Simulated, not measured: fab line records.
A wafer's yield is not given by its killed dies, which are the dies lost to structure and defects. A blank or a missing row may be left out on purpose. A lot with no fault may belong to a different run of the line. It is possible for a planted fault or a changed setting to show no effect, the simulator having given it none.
Lot-split experiment	flow n5Finfet	21 wafers read from 7 lots, route of 1938 steps

## SPLIT DETAILS
At N5_WELL_APT_COAT_19 (resist thk 950 nm), the setting spinRpm was moved away from the recipe's 1357 rpm on 7 of the 21 wafers read, by -11.1% to +10.8%. The other wafers ran this setting at the recipe's value.

The reading comes from the split's own step.

## THE READING
coat_of_WELL_APT_COAT_19.thkNm (the simulator's own value, which no gauge read), in nm, at N5_WELL_APT_COAT_19 (resist thk 950 nm). The file gives no usual value for it. The 14 wafers here that ran the recipe average 951.1 nm, standard deviation 2.8 nm.

wafer	tool, chamber at the split	spinRpm as run, rpm	against the recipe	coat_of_WELL_APT_COAT_19.thkNm, nm	against lot-mates on the recipe
L075.2	lithoTrack-05, 0	1357	recipe	952.4	-
L075.4	lithoTrack-05, 0	1273	-6.2%	982.4	+29.9
L075.5	lithoTrack-05, 0	1357	recipe	952.7	-
L077.4	lithoTrack-05, 0	1357	recipe	950.4	-
L077.5	lithoTrack-05, 0	1357	recipe	952.7	-
L077.6	lithoTrack-05, 0	1357	recipe	953.4	-
L078.1	lithoTrack-04, 0	1504	+10.8%	899.4	-48.7
L078.3	lithoTrack-04, 0	1357	recipe	950.4	-
L078.5	lithoTrack-04, 0	1357	recipe	945.8	-
L081.2	lithoTrack-03, 0	1206	-11.1%	1011	+56.7
L081.5	lithoTrack-03, 0	1206	-11.1%	1014	+59.7
L081.6	lithoTrack-03, 0	1357	recipe	954.3	-
L082.1	lithoTrack-04, 0	1490	+9.8%	906.3	-42.4
L082.4	lithoTrack-04, 0	1357	recipe	947.1	-
L082.5	lithoTrack-04, 0	1357	recipe	950.2	-
L084.2	lithoTrack-05, 0	1357	recipe	948.4	-
L084.3	lithoTrack-05, 0	1357	recipe	949.4	-
L084.6	lithoTrack-05, 0	1357	recipe	951.3	-
L086.1	lithoTrack-03, 0	1221	-10.0%	1005	+48.4
L086.2	lithoTrack-03, 0	1357	recipe	956.6	-
L086.3	lithoTrack-03, 0	1221	-10.0%	1006	+49.4

THE FIT
A straight line over all 21 wafers: coat_of_WELL_APT_COAT_19.thkNm changes by -5.17 nm for each +1% of spinRpm; r = -0.99; the points scatter about the line by 3.1 nm.
The same after taking each lot's own level away (the mean of its wafers on the recipe; 21 wafers): -4.82 nm for each +1%; r = -1.00; scatter 2.2 nm.
Per that fit: largest spinRpm move, reading shift of 54 nm.
From 948.10 to 956.60 nm: that is the span of the lots' own levels, equal to 3.1 times the standard deviation above.
The two slopes are in agreement: the lot-to-lot level therefore moves the slope only a little.
Check: for one of the wafers moved furthest among these (-11.1%), held out of the fit, the line's prediction against its lot-mates is +54.1 nm. It came out at +56.7 nm against them.

## FILE'S OWN FIT
coat_of_WELL_APT_COAT_19.thkNm changes by -4.76 nm for each +1% of spinRpm, r = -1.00.
